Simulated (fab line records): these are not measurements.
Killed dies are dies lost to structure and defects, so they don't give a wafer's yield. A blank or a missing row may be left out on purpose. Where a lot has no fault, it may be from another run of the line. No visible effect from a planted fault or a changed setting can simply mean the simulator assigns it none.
Lot-split experiment	flow n5_finfet	21 wafers read across 7 lots, on a route 1938 steps long

## THE SPLIT
At N5_BEOL_M6_HM_DEP_02 (deposits TiN, target thk 20 nm), the setting target_thk_a was moved away from the recipe's 200 angstrom on 3 of the 21 wafers read, by -11.6% to +12.3%. All remaining wafers had this setting at the recipe value.

Reading taken at the split's own step.

## THE READING
TiN_of_BEOL_M6_HM_DEP_02.thk_nm (the simulator's own value, which no gauge read), in nm, at N5_BEOL_M6_HM_DEP_02 (deposits TiN, target thk 20 nm). The file gives no usual value for it. The 18 wafers here that ran the recipe average 20.0 nm, standard deviation 0.29 nm.

wafer	tool, chamber at the split	target_thk_a as run, angstrom	against the recipe	TiN_of_BEOL_M6_HM_DEP_02.thk_nm, nm	against lot-mates on the recipe
L077.1	pvd_sputter-03, -	224.6	+12.3%	22.6	+2.4
L077.2	pvd_sputter-03, -	200	recipe	20	-
L077.6	pvd_sputter-03, -	200	recipe	20.4	-
L078.1	pvd_sputter-02, -	200	recipe	20	-
L078.2	pvd_sputter-02, -	200	recipe	19.8	-
L078.5	pvd_sputter-02, -	200	recipe	19.4	-
L085.1	pvd_sputter-03, -	200	recipe	20.2	-
L085.3	pvd_sputter-03, -	200	recipe	20.2	-
L085.6	pvd_sputter-03, -	200	recipe	20.2	-
L086.1	pvd_sputter-02, -	200	recipe	19.4	-
L086.4	pvd_sputter-02, -	200	recipe	19.8	-
L086.5	pvd_sputter-02, -	218.6	+9.3%	21.6	+2.0
L087.3	pvd_sputter-03, -	200	recipe	20.2	-
L087.5	pvd_sputter-03, -	200	recipe	20.2	-
L087.6	pvd_sputter-03, -	200	recipe	20.4	-
L092.3	pvd_sputter-02, -	200	recipe	20	-
L092.4	pvd_sputter-02, -	200	recipe	20.2	-
L092.5	pvd_sputter-02, -	200	recipe	19.6	-
L095.3	pvd_sputter-01, -	200	recipe	20.2	-
L095.4	pvd_sputter-01, -	176.8	-11.6%	17.4	-2.7
L095.5	pvd_sputter-01, -	200	recipe	20	-

FIT RESULTS
A straight line over all 21 wafers: TiN_of_BEOL_M6_HM_DEP_02.thk_nm changes by +0.207 nm for each +1% of target_thk_a; r = +0.95; the points scatter about the line by 0.3 nm.
The same after taking each lot's own level away (the mean of its wafers on the recipe; 21 wafers): +0.214 nm for each +1%; r = +0.98; scatter 0.19 nm.
That fit puts the effect of the largest move of target_thk_a on the reading at 2.6 nm.
The span of the lots' own levels, 19.60 to 20.27 nm, comes to 2.3 times the standard deviation stated above.
Consequently the slope shifts little with the lot-to-lot level, the two slopes agreeing.
Check: with one of the wafers moved furthest among these (+12.3%) left out of the fit, the line predicts +2.77 nm for it against its lot-mates. It came out at +2.4 nm against them.

## FURTHER SPLITS ON THESE WAFERS
These wafers also went through other splits before the reading. Each is held against what the fit with the lots' levels taken away leaves over:
other split on the same wafers	wafers away from the commonest value	r with TiN_of_BEOL_M6_HM_DEP_02.thk_nm (lot level and that fit taken away)
N5_BEOL_M2_COAT_62 spin_rpm	8	+0.16
N5_BEOL_M3_ETCH_64 time_s	7	-0.22
N5_BEOL_M3_COAT_67 spin_rpm	6	+0.14
N5_BEOL_M5_COAT_59 spin_rpm	4	+0.08
N5_BEOL_M5_COAT_71 spin_rpm	10	-0.05

## FILE'S OWN FIT
TiN_of_BEOL_M6_HM_DEP_02.thk_nm changes by +0.213 nm for each +1% of target_thk_a, r = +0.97.
